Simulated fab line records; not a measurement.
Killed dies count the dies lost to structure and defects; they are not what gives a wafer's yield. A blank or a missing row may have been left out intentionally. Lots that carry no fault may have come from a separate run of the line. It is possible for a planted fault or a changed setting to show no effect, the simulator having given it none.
fab line records	flow nand-harc
[record] lots = 13	wafers = 39	last-day = 33
route steps=1302 shown P_ZERO_WELL@16 P_STI@100 END@1302
lots with no fault: from the same line, run without faults
start-h: start of the lot's first displayed wafer, in hours after the record's first day	wait-h: hours from the lot's prior step to this one	" identical to the entry in the row above	L1.1+2: several wafers, shown together as one row	- value missing, or start not given	* or withheld: withheld	< > ~ a bound
route shown NAME@n: names a module that has steps shown in the file, with the first one's number in the route	usual: mean/standard deviation taken from wafers without a fault	same: alike in all rows	chamber/n: place in a boat	sites: each site's reading	_std_site: their standard deviation	_edge_site: inner sites' mean taken away from outer sites' mean	radius-mm: for every site, how far away it sits from the centre of the wafer	mask NAME#n: copy n	behind: tool/chamber where the wafer was last shaped	hold: what put the lot on hold/how long, in hours/how the hold closed	device: whichever transistor did not switch (one of n, p or np)	end of line: the route-end tests of the same wafers	for a step that has no rows: nothing shown but its recipe	killed: dies lost to structure and defects at the first sort, not the wafer's yield	map: the dies of a wafer, with x for killed, . for not killed, _ for no die there
set.NAME: the run value of the setting; set.NAME@STEP: its run value at that earlier step	model.NAME: the simulator's own value behind a step, which no gauge read
steps of the route over a sample of lots; a table a step, a row a wafer
services: when a tool's chamber went out of use (start-h, in hours from the record's first day, below 0 if earlier), for how many hours, and the reason
[[steps]]
[step NHARC_P_ZERO_WELL_DESCUM_13]
[recipe] time-s = 3	o2-flow-sccm = 200	ar-flow-sccm = 0	bias-power-w = 0	chemistry = O2
[usual] drypump-motor-current-A = 5.8/0.36	mfc-ar-sccm = 0.008/0.0095	oes-product-au = 1.000/0.014	rf-vpp-V = 57.8/0.9	showerhead-plenum-p-Torr = 1.93/0.088	throttle-valve-pct = 11.311/0.0094
lot.wafer	tool	chamber	start-h	wait-h	drypump-motor-current-A	mfc-ar-sccm	oes-product-au	rf-hours-counter-h	rf-vpp-V	showerhead-plenum-p-Torr	throttle-valve-pct
L173.1	rie-diel-03	0	21.29	-	6.2	0.003	0.982	31	55.9	1.81	11.314
L173.6	"	3	"	"	5.4	0	0.995	-	58.2	1.87	11.302
L173.5	"	0	"	"	6.2	0.003	0.982	-	57.4	1.81	11.296
L174.1	rie-diel-03	0	31.28	-	6.1	0.003	0.986	33	56.5	1.81	11.304
L174.4	"	3	"	"	5.4	0	0.992	28	57.2	1.86	11.314
L174.5	"	1	"	"	5.7	0.024	0.998	-	59.5	1.97	11.311
L175.4	rie-diel-13	0	41.55	-	5.9	0.001	1.000	12	59.4	2.00	11.323
L175.3	"	1	"	"	5.6	0.020	1.005	13	58.0	2.02	11.307
L175.6	"	2	"	"	6.1	0.010	1.006	-	59.1	2.07	11.311
L176.4	rie-diel-03	0	51.42	-	6.1	0.003	0.983	40	57.5	1.81	11.320
L176.5	"	2	"	"	6.1	0.007	0.981	-	55.8	1.84	11.310
L176.6	"	3	"	"	5.4	0	1.008	-	58.6	1.86	11.310
L177.1	rie-diel-01	1	61.49	-	5.7	0.010	1.002	11	57.7	2.02	11.312
L177.3	"	2	"	"	5.9	0	0.988	10	56.5	1.91	11.302
L177.6	"	1	"	"	5.6	0.010	1.001	-	58.3	2.02	11.302
L181.1	rie-diel-01	0	101.29	-	5.9	0.027	0.996	25	57.0	1.97	11.325
L181.3	"	3	"	"	6.3	0	0.994	26	56.1	1.83	11.312
L181.5	"	1	"	"	5.6	0.010	1.003	-	58.7	2.01	11.324
L182.2	rie-diel-13	0	111.40	-	5.9	0.001	0.990	24	56.9	2.00	11.294
L182.1	"	3	"	"	5.1	0	0.989	28	56.0	1.84	11.294
L182.6	"	1	"	"	5.6	0.020	1.004	-	57.5	2.01	11.311
L183.1	rie-diel-01	1	121.42	-	5.7	0.010	1.006	32	57.7	2.01	11.306
L183.5	"	3	"	"	6.3	0	0.997	-	57.3	1.83	11.304
L183.6	"	0	"	"	6.0	0.027	0.989	-	58.4	1.97	11.316
L184.3	rie-diel-13	3	131.46	-	5.1	0	1.013	35	58.3	1.83	11.311
L184.6	"	3	"	"	5.1	0	1.000	-	58.9	1.83	11.306
L184.5	"	0	"	"	5.9	0.001	0.995	-	57.9	1.99	11.328
L186.1	rie-diel-01	2	151.50	-	5.9	0	0.989	43	57.3	1.90	11.311
L186.6	"	0	"	"	5.9	0.027	0.973	-	57.5	1.96	11.309
L186.5	"	2	"	"	5.9	0	0.995	-	58.9	1.90	11.331
L187.1	rie-diel-13	1	161.32	-	5.6	0.020	1.011	52	58.1	2.01	11.313
L187.3	"	2	"	"	6.1	0.010	1.014	52	57.9	2.06	11.302
L187.6	"	0	"	"	5.9	0.001	0.998	-	59.0	1.99	11.324
L191.2	rie-diel-13	3	201.27	-	5.1	0	0.997	9	57.1	1.83	11.314
L191.1	"	0	"	"	5.9	0.001	1.010	8	58.8	1.99	11.313
L191.5	"	0	"	"	5.9	0.001	0.989	-	59.0	1.99	11.315
L196.4	rie-diel-01	3	251.40	-	6.3	0	0.986	14	57.3	1.81	11.303
L196.3	"	1	"	"	5.6	0.010	1.002	16	58.9	1.99	11.319
L196.5	"	2	"	"	5.9	0	1.009	-	58.5	1.89	11.302
[step NHARC_P_ZERO_WELL_IMPLANT_27]
[recipe] energy-kev = 600	dose-cm2 = 1e+13	tilt-deg = 7
[usual] beam-on-s = 9.99/0.21
lot.wafer	tool	chamber	start-h	wait-h	beam-on-s
L173.1	implanter-02	0	22.64	0.1	9.95
L173.5	"	0	"	"	10.16
L173.6	"	0	"	"	9.89
L174.1	implanter-02	0	32.65	0.1	9.65
L174.4	"	0	"	"	10.47
L174.5	"	0	"	"	9.67
L175.3	implanter-02	0	42.96	0.2	10.02
L175.4	"	0	"	"	10.04
L175.6	"	0	"	"	9.80
L176.4	implanter-02	0	52.88	0.2	9.97
L176.5	"	0	"	"	10.06
L176.6	"	0	"	"	9.89
L177.1	implanter-02	0	62.97	0.1	10.11
L177.3	"	0	"	"	10.01
L177.6	"	0	"	"	9.93
L181.1	implanter-02	0	102.99	0.2	10.13
L181.3	"	0	"	"	10.05
L181.5	"	0	"	"	9.97
L182.1	implanter-02	0	112.91	0.1	9.83
L182.2	"	0	"	"	9.97
L182.6	"	0	"	"	10.06
L183.1	implanter-02	0	122.95	0.1	10.21
L183.5	"	0	"	"	10.01
L183.6	"	0	"	"	10.31
L184.3	implanter-01	0	133.03	0.2	10.10
L184.5	"	0	"	"	10.27
L184.6	"	0	"	"	9.78
L184.3	implanter-01	0	133.46	0.4	9.95
L184.5	"	0	"	"	10.07
L184.6	"	0	"	"	9.91
L186.1	implanter-01	0	153.31	0.2	9.99
L186.5	"	0	"	"	9.95
L186.6	"	0	"	"	10.21
L187.1	implanter-01	0	162.87	0.1	9.98
L187.3	"	0	"	"	10.37
L187.6	"	0	"	"	9.77
L191.1	implanter-02	0	202.77	0.1	10.00
L191.2	"	0	"	"	9.65
L191.5	"	0	"	"	10.27
L191.1	implanter-02	0	203.18	0.4	10.05
L191.2	"	0	"	"	9.88
L191.5	"	0	"	"	9.92
L196.3	implanter-02	0	252.94	0.2	9.90
L196.4	"	0	"	"	10.02
L196.5	"	0	"	"	9.79
[step NHARC_P_ZERO_WELL_CD_MEAS_52]
[recipe] target-cd-nm = 2000	landing-energy-ev = 500
[usual] cd-nm = 2001.6/2.7
[same] landing-energy-ev = 500
lot.wafer	tool	chamber	start-h	wait-h	cd-nm
L173.1	cd-sem-02	0	25.62	-	1998.8
L173.5	"	0	"	"	2000.5
L173.6	"	0	"	"	2002.3
L174.1	cd-sem-03	0	35.49	-	2004.4
L174.4	"	0	"	"	2003.4
L174.5	"	0	"	"	2003.7
L175.3	cd-sem-01	0	45.86	-	2002.3
L175.4	"	0	"	"	1998.4
L175.6	"	0	"	"	1999.2
L176.4	cd-sem-03	0	55.82	-	2003.8
L176.5	"	0	"	"	1999.5
L176.6	"	0	"	"	2002.7
L177.1	cd-sem-02	0	65.85	-	2002.0
L177.3	"	0	"	"	1999.6
L177.6	"	0	"	"	2001.8
L181.1	cd-sem-03	0	105.96	-	2003.2
L181.3	"	0	"	"	2002.3
L181.5	"	0	"	"	2004.5
L182.1	cd-sem-03	0	115.78	-	1998.8
L182.2	"	0	"	"	2000.4
L182.6	"	0	"	"	2000.9
L183.1	cd-sem-01	0	125.81	-	2002.9
L183.5	"	0	"	"	1999.9
L183.6	"	0	"	"	2001.4
L184.3	cd-sem-01	0	136.19	-	2002.9
L184.5	"	0	"	"	2004.4
L184.6	"	0	"	"	1999.4
L186.1	cd-sem-03	0	156.90	-	2001.7
L186.5	"	0	"	"	1998.1
L186.6	"	0	"	"	1996.5
L187.1	cd-sem-03	0	165.86	-	2003.3
L187.3	"	0	"	"	2004.3
L187.6	"	0	"	"	2001.2
L191.1	cd-sem-02	0	205.90	-	2003.1
L191.2	"	0	"	"	2005.1
L191.5	"	0	"	"	2008.8
L196.3	cd-sem-03	0	255.86	-	2004.2
L196.4	"	0	"	"	2007.7
L196.5	"	0	"	"	2002.5
[step NHARC_P_STI_CMP_21]
[recipe] t-overpolish-s = 20	target-thk-nm = 380.67
[usual] motor-current-A = 12.5/1.1	overpolish-run-s = 20.001/0.009
lot.wafer	tool	chamber	start-h	wait-h	motor-current-A	overpolish-run-s
L173.1	cmp-04	3	69.09	0.4	11.9	19.999
L173.6	"	1	"	"	13.1	19.996
L173.5	"	2	"	"	14.0	20.001
L174.4	cmp-02	1	75.25	0.4	12.4	20.014
L174.1	"	2	"	"	14.0	20.012
L174.5	"	2	"	"	13.1	20.004
L175.4	cmp-02	1	83.81	0.4	12.7	19.991
L175.3	"	3	"	"	10.9	20.005
L175.6	"	0	"	"	14.2	20.004
L176.4	cmp-03	3	90.90	0.4	12.2	20.002
L176.6	"	2	"	"	11.1	19.993
L176.5	"	3	"	"	12.4	19.987
L177.1	cmp-03	3	101.17	0.4	12.5	19.990
L177.3	"	1	"	"	11.4	19.996
L177.6	"	0	"	"	11.7	19.987
L181.3	cmp-03	2	146.92	0.4	11.8	20.004
L181.1	"	0	"	"	11.5	19.998
L181.5	"	3	"	"	11.1	20.000
L182.1	cmp-04	2	162.50	0.4	13.8	20.000
L182.2	"	0	"	"	12.2	19.998
L182.6	"	2	"	"	13.7	19.998
L183.1	cmp-03	2	167.06	0.4	12.3	20.014
L183.6	"	1	"	"	11.5	19.995
L183.5	"	2	"	"	12.1	19.996
L184.3	cmp-03	0	174.28	0.4	11.8	19.999
L184.5	"	3	"	"	12.5	20.000
L184.6	"	0	"	"	11.9	20.004
L186.1	cmp-02	1	192.58	0.5	12.9	20.008
L186.5	"	2	"	"	14.2	19.976
L186.6	"	3	"	"	11.5	20.000
L187.1	cmp-02	0	208.64	0.4	14.5	19.996
L187.3	"	2	"	"	13.3	20.009
L187.6	"	3	"	"	11.3	19.992
L191.1	cmp-02	3	241.97	0.4	11.1	20.022
L191.2	"	0	"	"	14.3	20.002
L191.5	"	1	"	"	12.6	19.997
L196.3	cmp-04	1	291.43	0.4	13.6	19.993
L196.4	"	2	"	"	14.0	20.010
L196.5	"	0	"	"	12.3	20.017
[step NHARC_END_SORT_01]
[recipe] temp-c = 25
[usual] killed-at-array = 54/21	killed-at-other = 0.9/1.1	killed-at-periphery = 3.5/2.5	killed-dies = 58/21	killed-open = 3.3/1.9	killed-short = 2.6/1.8
[same] gross-dies = 677
lot.wafer	tool	chamber	start-h	wait-h	killed-at-array	killed-at-other	killed-at-periphery	killed-dies	killed-open	killed-short
L174.1	prober-02	0	568.35	2.5	56	0	2	58	2	3
L174.4	prober-02	0	570.76	3.4	53	0	4	57	6	2
L174.5	prober-02	0	571.56	3.7	52	0	4	56	5	0
L173.1	prober-02	0	577.29	2.5	14	2	3	19	3	0
L173.5	prober-02	0	580.49	3.7	21	1	10	32	1	2
L173.6	prober-02	0	581.28	4.0	25	1	8	34	2	2
L175.3	prober-01	0	577.68	3.1	61	0	0	61	3	1
L175.4	prober-01	0	578.48	3.4	41	0	2	43	2	3
L175.6	prober-01	0	580.06	4.0	43	1	4	48	3	3
L177.1	prober-02	0	622.75	2.5	85	2	2	89	1	1
L177.3	prober-02	0	624.35	3.1	85	4	1	90	1	4
L177.6	prober-02	0	626.75	4.0	87	2	0	89	3	4
L176.4	prober-01	0	633.72	3.4	21	1	3	25	1	1
L176.5	prober-01	0	634.53	3.7	23	0	3	26	2	6
L176.6	prober-01	0	635.33	4.0	31	0	2	33	3	0
L181.1	prober-01	0	642.49	2.5	86	0	4	90	3	4
L181.3	prober-01	0	644.09	3.1	101	0	2	103	3	3
L181.5	prober-01	0	645.70	3.7	76	1	3	80	2	3
L182.1	prober-02	0	659.93	2.5	55	0	1	56	5	2
L182.2	prober-02	0	660.73	2.8	49	0	1	50	3	3
L182.6	prober-02	0	663.92	4.0	55	0	2	57	6	3
L183.1	prober-01	0	674.43	2.5	46	0	5	51	3	1
L183.5	prober-01	0	677.66	3.7	37	0	4	41	1	2
L183.6	prober-01	0	678.46	4.0	42	0	5	47	5	2
L184.3	prober-02	0	693.11	3.1	41	0	4	45	5	3
L184.5	prober-02	0	694.72	3.7	34	2	2	38	3	5
L184.6	prober-02	0	695.53	4.0	39	0	2	41	1	1
L187.1	prober-02	0	705.47	2.5	58	2	2	62	3	6
L187.3	prober-02	0	707.06	3.1	55	2	3	60	3	3
L187.6	prober-02	0	709.44	4.0	62	0	3	65	5	9
L186.1	prober-01	0	705.48	2.5	58	2	5	65	1	1
L186.5	prober-01	0	708.70	3.7	53	0	13	66	5	1
L186.6	prober-01	0	709.50	4.0	56	1	6	63	6	5
L191.1	prober-02	0	732.17	2.5	55	0	2	57	4	0
L191.2	prober-02	0	732.97	2.8	65	2	2	69	6	2
L191.5	prober-02	0	735.36	3.7	60	0	4	64	6	4
L196.3	prober-02	0	796.07	3.1	35	2	1	38	5	5
L196.4	prober-02	0	796.88	3.4	51	1	5	57	6	4
L196.5	prober-02	0	797.68	3.7	41	0	1	42	2	4
// killed by level:class
L174.1 A_CHANNEL_HOLE_D2:chamber-film-flake=36 A_CHANNEL_FILL_D1:chamber-film-flake=4 A_CONTACT:chamber-film-flake=4 A_CHANNEL_HOLE_D1:chamber-film-flake=2 A_DECK1_JOINT:chamber-film-flake=2 A_SLIT:chamber-film-flake=2 A_WL_FILL:chamber-film-flake=2 P_BONDPAD:geometric-particle:short=1
L174.4 A_CHANNEL_HOLE_D2:chamber-film-flake=34 A_CONTACT:chamber-film-flake=5 P_GATE:chamber-film-flake=2 A_CHANNEL_HOLE_D1:chamber-film-flake=2 A_ONON_D1:geometric-particle:open=1 A_CHANNEL_FILL_D1:geometric-particle:open=1 A_DECK1_JOINT:geometric-particle:open=1 A_ONON_D2:geometric-particle:open=1
L174.5 A_CHANNEL_HOLE_D2:chamber-film-flake=33 A_CHANNEL_FILL_D1:chamber-film-flake=6 A_CONTACT:chamber-film-flake=4 A_WL_FILL:chamber-film-flake=3 P_GATE:chamber-film-flake=2 A_SLIT:chamber-film-flake=2 P_CONTACT:geometric-particle:open=1 P_BONDPAD:geometric-particle:open=1
L173.1 A_CHANNEL_HOLE_D2:chamber-film-flake=6 A_DECK1_JOINT:chamber-film-flake=3 A_STAIRCASE:chamber-film-flake=2 P_M0:geometric-particle:open=1 A_ONON_D2:geometric-particle:open=1 STARTING-WAFER:geometric-particle:open=1 P_ZERO_WELL:chamber-film-flake=1 P_GATE:chamber-film-flake=1
L175.3 A_CHANNEL_HOLE_D1:chamber-film-flake=43 A_CHANNEL_HOLE_D2:chamber-film-flake=4 A_STAIRCASE:chamber-film-flake=4 A_CONTACT:chamber-film-flake=4 A_CHANNEL_HOLE_D1:geometric-particle:open=2 A_WL_FILL:geometric-particle:short=1 A_WL_FILL:geometric-particle:open=1 A_SLIT:chamber-film-flake=1
L175.4 A_CHANNEL_HOLE_D1:chamber-film-flake=30 A_CHANNEL_HOLE_D2:chamber-film-flake=3 A_CHANNEL_FILL_D2:chamber-film-flake=2 A_CONTACT:chamber-film-flake=2 P_CONTACT:geometric-particle:short=1 P_M2:geometric-particle:short=1 A_CHANNEL_FILL_D1:geometric-particle:short=1 A_DECK1_JOINT:geometric-particle:open=1
L175.6 A_CHANNEL_HOLE_D1:chamber-film-flake=28 A_CHANNEL_HOLE_D2:chamber-film-flake=4 A_STAIRCASE:chamber-film-flake=3 A_CHANNEL_FILL_D2:chamber-film-flake=2 P_M0:geometric-particle:short=1 P_M1:geometric-particle:open=1 A_ONON_D1:geometric-particle:short=1 A_ONON_D1:geometric-particle:open=1
L173.5 P_GATE:chamber-film-flake=9 A_CHANNEL_HOLE_D2:chamber-film-flake=6 A_STAIRCASE:chamber-film-flake=6 A_CHANNEL_HOLE_D1:chamber-film-flake=3 A_SLIT:chamber-film-flake=2 A_SOURCE_PLATE:geometric-particle:open=1 A_ONON_D1:geometric-particle:short=1 A_CHANNEL_FILL_D1:geometric-particle:short=1
L173.6 A_CHANNEL_HOLE_D2:chamber-film-flake=9 P_GATE:chamber-film-flake=7 A_STAIRCASE:chamber-film-flake=5 A_CHANNEL_HOLE_D1:chamber-film-flake=4 A_SGD_CUT:chamber-film-flake=2 P_CONTACT:geometric-particle:open=1 A_SOURCE_PLATE:geometric-particle:short=1 A_DECK1_JOINT:geometric-particle:short=1
L177.1 A_CHANNEL_HOLE_D2:chamber-film-flake=28 A_CHANNEL_HOLE_D1:chamber-film-flake=24 A_SLIT:chamber-film-flake=18 A_CONTACT:chamber-film-flake=8 A_DECK1_JOINT:chamber-film-flake=2 P_M0:geometric-particle:short=1 A_SOURCE_PLATE:geometric-particle:open=1 P_STI:chamber-film-flake=1
L177.3 A_SLIT:chamber-film-flake=29 A_CHANNEL_HOLE_D1:chamber-film-flake=22 A_CHANNEL_HOLE_D2:chamber-film-flake=22 A_CONTACT:chamber-film-flake=6 THIN_TSV:chamber-film-flake=4 A_CHANNEL_FILL_D1:geometric-particle:short=2 P_CONTACT:geometric-particle:open=1 A_SOURCE_PLATE:geometric-particle:short=1
L177.6 A_CHANNEL_HOLE_D1:chamber-film-flake=32 A_CHANNEL_HOLE_D2:chamber-film-flake=29 A_SLIT:chamber-film-flake=16 A_CHANNEL_FILL_D1:geometric-particle:open=2 A_WL_FILL:geometric-particle:short=2 A_CONTACT:chamber-film-flake=2 THIN_TSV:chamber-film-flake=2 A_DECK1_JOINT:geometric-particle:short=1
L176.4 A_CHANNEL_HOLE_D2:chamber-film-flake=6 A_CHANNEL_FILL_D1:chamber-film-flake=3 A_WL_FILL:chamber-film-flake=3 A_CHANNEL_HOLE_D1:chamber-film-flake=2 A_STAIRCASE:chamber-film-flake=2 A_CONTACT:chamber-film-flake=2 P_GATE:geometric-particle:open=1 A_BLC:geometric-particle:short=1
L176.5 A_CHANNEL_HOLE_D2:chamber-film-flake=6 A_CONTACT:chamber-film-flake=5 A_CHANNEL_HOLE_D1:chamber-film-flake=3 A_ONON_D1:geometric-particle:short=2 P_GATE:chamber-film-flake=2 P_GATE:geometric-particle:open=1 A_CHANNEL_FILL_D1:geometric-particle:short=1 A_ONON_D2:geometric-particle:short=1
L176.6 A_CHANNEL_HOLE_D2:chamber-film-flake=12 A_CONTACT:chamber-film-flake=4 A_CHANNEL_HOLE_D1:chamber-film-flake=2 A_CHANNEL_FILL_D1:chamber-film-flake=2 A_DECK1_JOINT:chamber-film-flake=2 A_SLIT:chamber-film-flake=2 A_WL_FILL:chamber-film-flake=2 A_M1:chamber-film-flake=2
L181.1 A_SLIT:chamber-film-flake=29 A_CHANNEL_HOLE_D1:chamber-film-flake=26 A_CHANNEL_HOLE_D2:chamber-film-flake=18 A_CHANNEL_FILL_D1:chamber-film-flake=3 A_STAIRCASE:chamber-film-flake=3 P_STI:chamber-film-flake=2 P_GATE:geometric-particle:open=1 A_ONON_D1:geometric-particle:short=1
L181.3 A_CHANNEL_HOLE_D1:chamber-film-flake=34 A_CHANNEL_HOLE_D2:chamber-film-flake=32 A_SLIT:chamber-film-flake=24 A_CHANNEL_FILL_D1:chamber-film-flake=4 A_STAIRCASE:chamber-film-flake=2 P_M0:geometric-particle:open=1 P_M2:geometric-particle:open=1 A_CHANNEL_FILL_D1:geometric-particle:open=1
L181.5 A_CHANNEL_HOLE_D1:chamber-film-flake=29 A_CHANNEL_HOLE_D2:chamber-film-flake=20 A_SLIT:chamber-film-flake=18 A_CONTACT:chamber-film-flake=3 A_ZERO_WELL:chamber-film-flake=2 P_M0:geometric-particle:short=1 P_M0:geometric-particle:open=1 P_M2:geometric-particle:open=1
L182.1 A_CHANNEL_HOLE_D1:chamber-film-flake=30 A_CHANNEL_HOLE_D2:chamber-film-flake=11 A_SLIT:chamber-film-flake=3 A_STAIRCASE:chamber-film-flake=2 A_BLC:chamber-film-flake=2 P_M2:geometric-particle:short=1 A_ONON_D1:geometric-particle:short=1 A_ONON_D1:geometric-particle:open=1
L182.2 A_CHANNEL_HOLE_D1:chamber-film-flake=28 A_CHANNEL_HOLE_D2:chamber-film-flake=9 A_STAIRCASE:chamber-film-flake=2 A_BLC:chamber-film-flake=2 P_STI:geometric-particle:short=1 A_SOURCE_PLATE:geometric-particle:short=1 A_CHANNEL_FILL_D1:geometric-particle:short=1 A_CHANNEL_FILL_D1:geometric-particle:open=1
L182.6 A_CHANNEL_HOLE_D1:chamber-film-flake=31 A_CHANNEL_HOLE_D2:chamber-film-flake=9 A_ONON_D1:geometric-particle:open=2 A_CHANNEL_HOLE_D1:geometric-particle:short=2 A_CHANNEL_FILL_D1:chamber-film-flake=2 A_STAIRCASE:chamber-film-flake=2 P_CONTACT:geometric-particle:open=1 A_CHANNEL_HOLE_D1:geometric-particle:open=1
L183.1 A_CHANNEL_HOLE_D1:chamber-film-flake=33 A_CONTACT:chamber-film-flake=5 P_ZERO_WELL:chamber-film-flake=2 A_STAIRCASE:chamber-film-flake=2 P_GATE:geometric-particle:open=1 P_M1:geometric-particle:open=1 A_CHANNEL_FILL_D2:geometric-particle:open=1 A_WL_FILL:geometric-particle:short=1
L183.5 A_CHANNEL_HOLE_D1:chamber-film-flake=21 A_CONTACT:chamber-film-flake=6 A_SLIT:chamber-film-flake=5 A_CHANNEL_FILL_D2:chamber-film-flake=3 P_CONTACT:geometric-particle:short=1 P_M0:geometric-particle:open=1 A_STAIRCASE:geometric-particle:short=1 P_ZERO_WELL:chamber-film-flake=1
L183.6 A_CHANNEL_HOLE_D1:chamber-film-flake=29 A_SLIT:chamber-film-flake=3 A_WL_FILL:chamber-film-flake=3 A_STAIRCASE:chamber-film-flake=2 P_M0:geometric-particle:open=1 P_M1:geometric-particle:short=1 P_M1:geometric-particle:open=1 A_ONON_D1:geometric-particle:short=1
L184.3 A_CHANNEL_HOLE_D2:chamber-film-flake=16 A_CHANNEL_HOLE_D1:chamber-film-flake=7 A_STAIRCASE:chamber-film-flake=6 A_CHANNEL_FILL_D1:chamber-film-flake=3 P_M0:geometric-particle:open=2 A_CHANNEL_FILL_D1:geometric-particle:short=2 A_CHANNEL_FILL_D2:chamber-film-flake=2 A_SLIT:chamber-film-flake=2
L184.5 A_CHANNEL_HOLE_D2:chamber-film-flake=9 A_CHANNEL_HOLE_D1:chamber-film-flake=7 A_SLIT:chamber-film-flake=3 A_STAIRCASE:chamber-film-flake=3 A_ONON_D1:geometric-particle:short=2 A_DECK1_JOINT:chamber-film-flake=2 A_CHANNEL_FILL_D2:chamber-film-flake=2 THIN_TSV:chamber-film-flake=2
L184.6 A_CHANNEL_HOLE_D2:chamber-film-flake=15 A_SLIT:chamber-film-flake=10 A_CHANNEL_FILL_D2:chamber-film-flake=4 A_STAIRCASE:chamber-film-flake=3 A_CHANNEL_HOLE_D1:chamber-film-flake=2 A_CONTACT:chamber-film-flake=2 P_CONTACT:geometric-particle:open=1 A_DECK1_JOINT:geometric-particle:short=1
L187.1 A_CHANNEL_HOLE_D1:chamber-film-flake=32 A_SLIT:chamber-film-flake=6 A_CONTACT:chamber-film-flake=6 A_CHANNEL_FILL_D1:geometric-particle:short=2 A_STAIRCASE:chamber-film-flake=2 A_WL_FILL:chamber-film-flake=2 THIN_TSV:chamber-film-flake=2 P_M0:geometric-particle:open=1
L186.1 A_CHANNEL_HOLE_D1:chamber-film-flake=42 A_SLIT:chamber-film-flake=5 P_M1:chamber-film-flake=3 A_CHANNEL_FILL_D2:chamber-film-flake=2 A_WL_FILL:chamber-film-flake=2 A_CONTACT:chamber-film-flake=2 THIN_TSV:chamber-film-flake=2 A_CHANNEL_FILL_D2:geometric-particle:short=1
L187.3 A_CHANNEL_HOLE_D1:chamber-film-flake=38 A_SLIT:chamber-film-flake=4 A_STAIRCASE:chamber-film-flake=4 A_CHANNEL_FILL_D2:chamber-film-flake=2 A_CONTACT:chamber-film-flake=2 P_CONTACT:geometric-particle:short=1 P_CONTACT:geometric-particle:open=1 A_ONON_D1:geometric-particle:open=1
L186.5 A_CHANNEL_HOLE_D1:chamber-film-flake=30 A_CONTACT:chamber-film-flake=8 P_M1:chamber-film-flake=6 P_BONDPAD:chamber-film-flake=3 A_STAIRCASE:chamber-film-flake=3 A_SLIT:chamber-film-flake=3 P_M2:chamber-film-flake=2 A_ZERO_WELL:chamber-film-flake=2
L187.6 A_CHANNEL_HOLE_D1:chamber-film-flake=33 A_SLIT:chamber-film-flake=7 A_CONTACT:chamber-film-flake=4 A_DECK1_JOINT:chamber-film-flake=3 P_CONTACT:geometric-particle:short=2 A_SOURCE_PLATE:geometric-particle:short=2 A_ONON_D1:geometric-particle:short=2 A_SGD_CUT:geometric-particle:open=2
L186.6 A_CHANNEL_HOLE_D1:chamber-film-flake=36 A_CHANNEL_FILL_D2:chamber-film-flake=4 P_M1:chamber-film-flake=3 A_ONON_D1:geometric-particle:short=2 A_WL_FILL:geometric-particle:open=2 A_CONTACT:chamber-film-flake=2 P_M0:geometric-particle:open=1 A_ONON_D1:geometric-particle:open=1
L191.1 A_SLIT:chamber-film-flake=21 A_CHANNEL_HOLE_D1:chamber-film-flake=12 A_CONTACT:chamber-film-flake=11 A_DECK1_JOINT:chamber-film-flake=3 P_BONDPAD:chamber-film-flake=2 A_CHANNEL_FILL_D1:geometric-particle:open=1 A_DECK1_JOINT:geometric-particle:open=1 A_CHANNEL_FILL_D2:geometric-particle:open=1
L191.2 A_SLIT:chamber-film-flake=32 A_CONTACT:chamber-film-flake=13 A_CHANNEL_HOLE_D1:chamber-film-flake=8 P_BONDPAD:chamber-film-flake=2 A_CHANNEL_FILL_D2:geometric-particle:open=2 A_STAIRCASE:chamber-film-flake=2 THIN_TSV:chamber-film-flake=2 A_ONON_D1:geometric-particle:open=1
L191.5 A_SLIT:chamber-film-flake=21 A_CONTACT:chamber-film-flake=13 A_CHANNEL_HOLE_D1:chamber-film-flake=12 P_BONDPAD:chamber-film-flake=3 A_ONON_D2:geometric-particle:short=2 A_WL_FILL:chamber-film-flake=2 A_ONON_D1:geometric-particle:open=1 A_CHANNEL_HOLE_D1:geometric-particle:short=1
L196.3 A_SLIT:chamber-film-flake=15 A_STAIRCASE:chamber-film-flake=5 A_CONTACT:chamber-film-flake=5 P_STI:geometric-particle:open=1 A_ONON_D1:geometric-particle:open=1 A_ONON_D1:geometric-particle:short=1 A_CHANNEL_FILL_D1:geometric-particle:short=1 A_DECK1_JOINT:geometric-particle:short=1
L196.4 A_SLIT:chamber-film-flake=26 A_CONTACT:chamber-film-flake=10 A_CHANNEL_HOLE_D2:chamber-film-flake=4 P_M0:geometric-particle:short=2 A_WL_FILL:geometric-particle:open=2 A_STAIRCASE:chamber-film-flake=2 P_STI:geometric-particle:open=1 A_ONON_D2:geometric-particle:open=1
L196.5 A_SLIT:chamber-film-flake=22 A_STAIRCASE:chamber-film-flake=6 A_CONTACT:chamber-film-flake=4 A_ONON_D2:geometric-particle:short=2 A_DECK1_JOINT:chamber-film-flake=2 P_M2:geometric-particle:short=1 A_CHANNEL_FILL_D1:geometric-particle:open=1 A_ONON_D2:geometric-particle:open=1
[[services]]
tool	chamber	start-h	hours	kind
cmp-02	-	22.58	0.4	repair
rie-diel-01	-	26.82	9.0	pm
cmp-03	-	35.37	3.2	repair
cmp-02	-	36.50	4.0	pm
cmp-03	-	64.20	4.0	pm
cmp-03	-	83.70	2.6	repair
rie-diel-13	0	93.46	15.1	repair
rie-diel-01	3	97.46	1.6	repair
rie-diel-13	3	103.18	7.2	repair
cmp-02	-	115.85	4.0	repair
cmp-03	-	118.93	0.2	repair
cmp-03	-	121.05	2.0	repair
cmp-02	-	134.50	4.0	pm
implanter-02	-	146.00	13.0	pm
rie-diel-01	1	150.19	2.9	repair
cmp-02	-	159.82	5.0	repair
cmp-03	-	162.20	4.0	pm
rie-diel-13	-	165.97	9.0	pm
rie-diel-01	-	168.19	0.2	repair
cmp-03	-	171.78	0.4	repair
implanter-02	-	176.95	2.1	repair
rie-diel-01	-	203.82	9.0	pm
implanter-02	-	227.31	14.9	repair
implanter-02	-	247.49	2.3	repair
[[key]]
[first-sign] step = NHARC_P_ZERO_WELL_IMPLANT_27	reading = visit	direction = added
effect none on later readings
met-at NHARC_P_ZERO_WELL_IMPLANT_27
struck-lots L184,L191
tester-left-out L184,L191
not-acting-at NHARC_P_ZERO_WELL_DESCUM_13,NHARC_P_ZERO_WELL_CD_MEAS_52,NHARC_P_STI_CMP_21
[fault] kind = repeated-step-whole	tool = implanter-01,implanter-02	chamber = -	onset-h = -	steps = NHARC_P_ZERO_WELL_IMPLANT_27	times = 1	scope = struck-lots-only
// tester-left-out: of these lots the tester's yield and bins aren't shown, on N5 and GAA mostly nor the transistor test; their killed dies are dies lost to structure and defects alone, not to doping, threshold or leakage, so they don't give the yield
